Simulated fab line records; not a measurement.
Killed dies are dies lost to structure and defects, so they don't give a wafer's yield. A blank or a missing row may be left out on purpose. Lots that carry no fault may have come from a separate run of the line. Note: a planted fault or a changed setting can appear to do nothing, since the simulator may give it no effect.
Which tool did it? + flow n5-finfet + 36 wafers from 12 lots sampled at 4 of the route's 1938 steps

## WHAT EACH GAUGE READ, for each wafer
N5_MIM_BOT_LITHO_CD_MEAS_08 targets a cd of 3000 nm.
| lot  | measured     | on        | cd-nm (nm)           |
|------|--------------|-----------|----------------------|
| L356 | day 12 23:41 | cd-sem-02 | 3000.2 2997.7 2994.4 |
| L354 | day 13 03:39 | cd-sem-03 | 2996.7 2997.7 2997.8 |
| L353 | day 14 11:19 | cd-sem-03 | 2998.6 3002.3 2999.9 |
| L359 | day 14 07:05 | cd-sem-02 | 2999.3 2999.3 2997.3 |
| L361 | day 14 11:24 | cd-sem-01 | 2996.1 2993.7 2995.2 |
| L363 | day 14 16:00 | cd-sem-01 | 2998.2 3000.2 3002.3 |
| L364 | day 14 20:45 | cd-sem-01 | 2996.9 2999.3 2995.9 |
| L365 | day 15 11:55 | cd-sem-03 | 3000.7 3000.4 2997.4 |
| L369 | day 17 04:44 | cd-sem-02 | 3000.5 3005.3 3002.8 |
| L368 | day 16 17:40 | cd-sem-02 | 2999.6 2998.2 3002.0 |
| L370 | day 17 00:52 | cd-sem-02 | 2996.7 2998.4 2995.5 |
| L376 | day 18 16:37 | cd-sem-01 | 2996.2 2996.0 2997.0 |

## WHICH TOOL RAN EACH LOT (tool, then ch and the chambers of the sampled wafers, then the start)
| lot  | N5_BEOL_M3_ALD_84                   | N5_BEOL_M15_SPUTTER_43       | N5_MIM_TOP_ALD_00                |
|------|-------------------------------------|------------------------------|----------------------------------|
| L356 | ald-metal-03 ch 0,1,2, day 8 08:32  | pvd-sputter-02, day 12 17:16 | ald-hk-03 ch 0,1,3, day 12 21:34 |
| L354 | ald-metal-01 ch 1,2,3, day 8 08:37  | pvd-sputter-03, day 12 20:55 | ald-hk-02 ch 0,2, day 13 01:14   |
| L353 | ald-metal-03 ch 0,1,2, day 8 22:17  | pvd-sputter-02, day 14 03:27 | ald-hk-02 ch 1,2,3, day 14 08:56 |
| L359 | ald-metal-03 ch 1,2, day 9 06:02    | pvd-sputter-02, day 14 01:55 | ald-hk-01 ch 2,3, day 14 04:59   |
| L361 | ald-metal-02 ch 0,1,2, day 9 12:16  | pvd-sputter-03, day 14 05:02 | ald-hk-01 ch 0,1,2, day 14 09:10 |
| L363 | ald-metal-02 ch 0,1,3, day 9 20:49  | pvd-sputter-01, day 14 10:13 | ald-hk-01 ch 1,3, day 14 13:37   |
| L364 | ald-metal-02 ch 0,1,3, day 10 00:19 | pvd-sputter-01, day 14 15:29 | ald-hk-02 ch 0,2,3, day 14 19:08 |
| L365 | ald-metal-02 ch 0,1,3, day 10 15:56 | pvd-sputter-01, day 15 05:04 | ald-hk-02 ch 0,1,3, day 15 10:10 |
| L369 | ald-metal-02 ch 0,1,2, day 11 21:18 | pvd-sputter-03, day 16 23:10 | ald-hk-02 ch 0,1, day 17 01:58   |
| L368 | ald-metal-02 ch 0,1,2, day 11 23:55 | pvd-sputter-02, day 16 11:50 | ald-hk-02 ch 1,2,3, day 16 15:20 |
| L370 | ald-metal-02 ch 1,2,3, day 12 03:56 | pvd-sputter-01, day 16 17:16 | ald-hk-03 ch 2,3, day 16 22:43   |
| L376 | ald-metal-03 ch 2,3, day 13 19:16   | pvd-sputter-02, day 18 08:38 | ald-hk-03 ch 0,1,2, day 18 14:19 |
- N5_BEOL_M3_ALD_84: deposits TaN, pulse time 2 s, purge time 3 s, co reactant purge time 2 s.
- N5_BEOL_M15_SPUTTER_43: material TaN, target thk 15 nm, time 24.19 s.
- N5_MIM_TOP_ALD_00: deposits Al2O3, purge time 3 s, co reactant pulse time 3 s.

## WHAT THE TOOLS THEMSELVES READ (means of the sampled wafers that have a number; where no wafer has one, the mark that the record gives instead)
N5_BEOL_M3_ALD_84.
| lot  | tool         | heater-power-w (W) |
|------|--------------|--------------------|
| L356 | ald-metal-03 | 385                |
| L354 | ald-metal-01 | 434                |
| L353 | ald-metal-03 | 389                |
| L359 | ald-metal-03 | 378                |
| L361 | ald-metal-02 | 422                |
| L363 | ald-metal-02 | 414                |
| L364 | ald-metal-02 | 417                |
| L365 | ald-metal-02 | 412                |
| L369 | ald-metal-02 | 433                |
| L368 | ald-metal-02 | 421                |
| L370 | ald-metal-02 | 419                |
| L376 | ald-metal-03 | 408                |

N5_BEOL_M15_SPUTTER_43.
| lot  | tool           | throttle-valve-pct (%) |
|------|----------------|------------------------|
| L356 | pvd-sputter-02 | 28.3                   |
| L354 | pvd-sputter-03 | 29.6                   |
| L353 | pvd-sputter-02 | 28.5                   |
| L359 | pvd-sputter-02 | 29.1                   |
| L361 | pvd-sputter-03 | 29.7                   |
| L363 | pvd-sputter-01 | 29.8                   |
| L364 | pvd-sputter-01 | 29.8                   |
| L365 | pvd-sputter-01 | 31.5                   |
| L369 | pvd-sputter-03 | 29.6                   |
| L368 | pvd-sputter-02 | 28.5                   |
| L370 | pvd-sputter-01 | 30.3                   |
| L376 | pvd-sputter-02 | 28.8                   |

N5_MIM_TOP_ALD_00.
| lot  | tool      | precursor-pulse-height-rel |
|------|-----------|----------------------------|
| L356 | ald-hk-03 | 0.986                      |
| L354 | ald-hk-02 | 0.987                      |
| L353 | ald-hk-02 | 1.018                      |
| L359 | ald-hk-01 | 1.021                      |
| L361 | ald-hk-01 | 0.998                      |
| L363 | ald-hk-01 | 0.983                      |
| L364 | ald-hk-02 | 0.986                      |
| L365 | ald-hk-02 | 1.002                      |
| L369 | ald-hk-02 | 1.005                      |
| L368 | ald-hk-02 | 0.994                      |
| L370 | ald-hk-03 | 1.002                      |
| L376 | ald-hk-03 | 0.977                      |

## THE ANSWER, worked out from the rows above alone
Rule: the lots themselves supply what counts as usual. The widest of any qualifying gaps counts: lots, ordered by their means at a reading, are off when they make up no more than a third of the lots, leave a main group of 4 or more, and stand apart from it by 3 or more times the standard deviation of that group's means. The tables above print the reading to a certain number of digits; a main group whose means all agree to those digits is not used. A lot without any number at a reading at which 4 lots or more have one is off too. Any other lot the step has rows for is counted as sound. The gauges are gone through in route order, then the tools' own readings, and for those a lot's mean is taken as printed above. The first step at which some lot is off is used, and at that step the reading that is off furthest; a lot without a number counts as furthest.
Across all readings shown, no lot is off: no conclusion can be drawn from this.

## WHAT THE SIMULATOR HAD INSERTED
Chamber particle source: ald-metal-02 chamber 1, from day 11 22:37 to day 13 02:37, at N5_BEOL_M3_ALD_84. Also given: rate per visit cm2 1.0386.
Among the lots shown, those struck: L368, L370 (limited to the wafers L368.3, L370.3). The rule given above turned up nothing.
